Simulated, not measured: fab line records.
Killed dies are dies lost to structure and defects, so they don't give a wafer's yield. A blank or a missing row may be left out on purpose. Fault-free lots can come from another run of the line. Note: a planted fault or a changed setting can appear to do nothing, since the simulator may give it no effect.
Matching of chambers	flow n5_finfet	N5_BEOL_M9_STRIP_67 on rie_diel-05: 4 sister chambers
The step strips in CF4. 18 wafers are shown with their chamber, then 9 later ones without.

== WAFERS PAIRED WITH THEIR CHAMBERS ==
wafer	chamber	drypump_motor_current_A (A)	showerhead_plenum_p_Torr (Torr)	throttle_valve_pct (%)
L075.1	0	5.2	1.74	13.25
L075.2	2	6.2	1.80	13.17
L075.6	0	5.3	1.74	13.26
L074.2	0	5.2	1.74	13.28
L074.3	1	5.6	1.84	13.68
L074.5	1	5.6	1.84	13.68
L080.2	2	6.2	1.80	13.17
L080.5	3	5.1	1.78	13.48
L080.6	0	5.2	1.74	13.27
L079.1	0	5.2	1.74	13.28
L079.4	2	6.2	1.80	13.17
L079.6	1	5.6	1.84	13.71
L083.1	1	5.6	1.84	13.71
L083.4	3	5.1	1.78	13.48
L083.5	0	5.2	1.73	13.30
L086.1	2	6.2	1.79	13.23
L086.2	0	5.2	1.73	13.33
L086.4	1	5.6	1.84	13.75

SIGNATURES, as means of the wafers listed above
reading	chamber 0	chamber 1	chamber 2	chamber 3	scatter within a chamber
drypump_motor_current_A	5.214	5.600	6.200	5.100	0.0247
showerhead_plenum_p_Torr	1.7371	1.8400	1.7975	1.7800	0.00394
throttle_valve_pct	13.2814	13.7060	13.1850	13.4800	0.0271
Rule: for each reading, subtract the chamber's mean from the wafer's reading, divide by that reading's scatter and square the result; add these up over the readings and take the root, which gives the wafer's distance from the chamber. If the next closest chamber is less than 2 further off than the closest, the wafer can't be placed; otherwise it belongs to the closest. The scatter: take each reading less its chamber's mean, square it, sum over the shown wafers, divide by the number of wafers less the number of chambers, and take the root.

== WAFERS WHOSE CHAMBER IS MISSING ==
wafer	drypump_motor_current_A (A)	showerhead_plenum_p_Torr (Torr)	throttle_valve_pct (%)
L088.2	6.2	1.79	13.23
L088.3	5.2	1.73	13.34
L088.5	6.1	1.79	13.23
L089.1	5.2	1.73	13.33
L089.3	6.2	1.79	13.24
L089.4	6.2	1.79	13.26
L097.1	5.6	1.83	13.24
L097.3	5.2	1.72	13.38
L097.5	5.1	1.77	13.56

== WHICH CHAMBER EACH ONE RAN IN ==
wafer	from the rows above	in truth
L088.2	2	2
L088.3	0	0
L088.5	2	2
L089.1	0	0
L089.3	2	2
L089.4	2	2
L097.1	1	1
L097.3	0	0
L097.5	3	3
Correctly placed: 9 of 9. From these rows, 0 cannot be placed. Number placed wrongly: 0.
